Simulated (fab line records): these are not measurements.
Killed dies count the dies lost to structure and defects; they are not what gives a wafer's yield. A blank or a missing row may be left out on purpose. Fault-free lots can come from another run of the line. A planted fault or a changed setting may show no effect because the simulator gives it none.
Matching of chambers :: flow n5Finfet :: N5_MOL_CONTACT_COAG_DESCUM_88 on rieDiel-01: 4 sister chambers
The step chemistry O2, time 7 s. 8 wafers are shown with their chamber, then 9 later ones without.

EACH WAFER AND ITS CHAMBER
wafer: L078.4
chamber: 1
drypumpMotorCurrentA (A): 5.2
throttleValvePct (%): 20.47

wafer: L084.2
chamber: 2
drypumpMotorCurrentA (A): 5.0
throttleValvePct (%): 20.78

wafer: L086.1
chamber: 3
drypumpMotorCurrentA (A): 5.3
throttleValvePct (%): 20.32

wafer: L086.3
chamber: 0
drypumpMotorCurrentA (A): 6.4
throttleValvePct (%): 20.17

wafer: L086.6
chamber: 1
drypumpMotorCurrentA (A): 5.3
throttleValvePct (%): 20.51

wafer: L089.2
chamber: 3
drypumpMotorCurrentA (A): 5.4
throttleValvePct (%): 20.31

wafer: L089.3
chamber: 2
drypumpMotorCurrentA (A): 5.0
throttleValvePct (%): 20.78

wafer: L089.4
chamber: 0
drypumpMotorCurrentA (A): 6.4
throttleValvePct (%): 20.18

WAFERS WHOSE CHAMBER IS MISSING
wafer: L092.3
drypumpMotorCurrentA (A): 4.9
throttleValvePct (%): 20.81

wafer: L092.4
drypumpMotorCurrentA (A): 5.3
throttleValvePct (%): 20.32

wafer: L092.6
drypumpMotorCurrentA (A): 6.4
throttleValvePct (%): 20.18

wafer: L094.1
drypumpMotorCurrentA (A): 5.2
throttleValvePct (%): 20.53

wafer: L094.2
drypumpMotorCurrentA (A): 6.4
throttleValvePct (%): 20.19

wafer: L094.5
drypumpMotorCurrentA (A): 5.2
throttleValvePct (%): 20.54

wafer: L096.2
drypumpMotorCurrentA (A): 6.3
throttleValvePct (%): 20.19

wafer: L096.3
drypumpMotorCurrentA (A): 4.9
throttleValvePct (%): 20.81

wafer: L096.4
drypumpMotorCurrentA (A): 5.3
throttleValvePct (%): 20.35

CHAMBER TAKEN BY EACH
wafer: L092.3
from the rows above: 2
in truth: 2

wafer: L092.4
from the rows above: 3
in truth: 3

wafer: L092.6
from the rows above: 0
in truth: 0

wafer: L094.1
from the rows above: 1
in truth: 1

wafer: L094.2
from the rows above: 0
in truth: 0

wafer: L094.5
from the rows above: 1
in truth: 1

wafer: L096.2
from the rows above: 0
in truth: 0

wafer: L096.3
from the rows above: 2
in truth: 2

wafer: L096.4
from the rows above: 3
in truth: 3
Correctly placed: 9 of 9. Left unplaced by these rows: 0. 0 placed wrongly.
How it was worked out, from the rows above alone: a wafer's distance from a chamber is the root of the sum, over the readings, of the square of ((its reading less the chamber's mean) divided by the reading's scatter). The wafer belongs to the nearest chamber; if the next one is less than 2 further off, it can't be placed. Each chamber's mean is taken over the wafers shown for it. The scatter: the root of (the sum of the squares of (reading less its chamber's mean) over the shown wafers, divided by (wafers less chambers)).
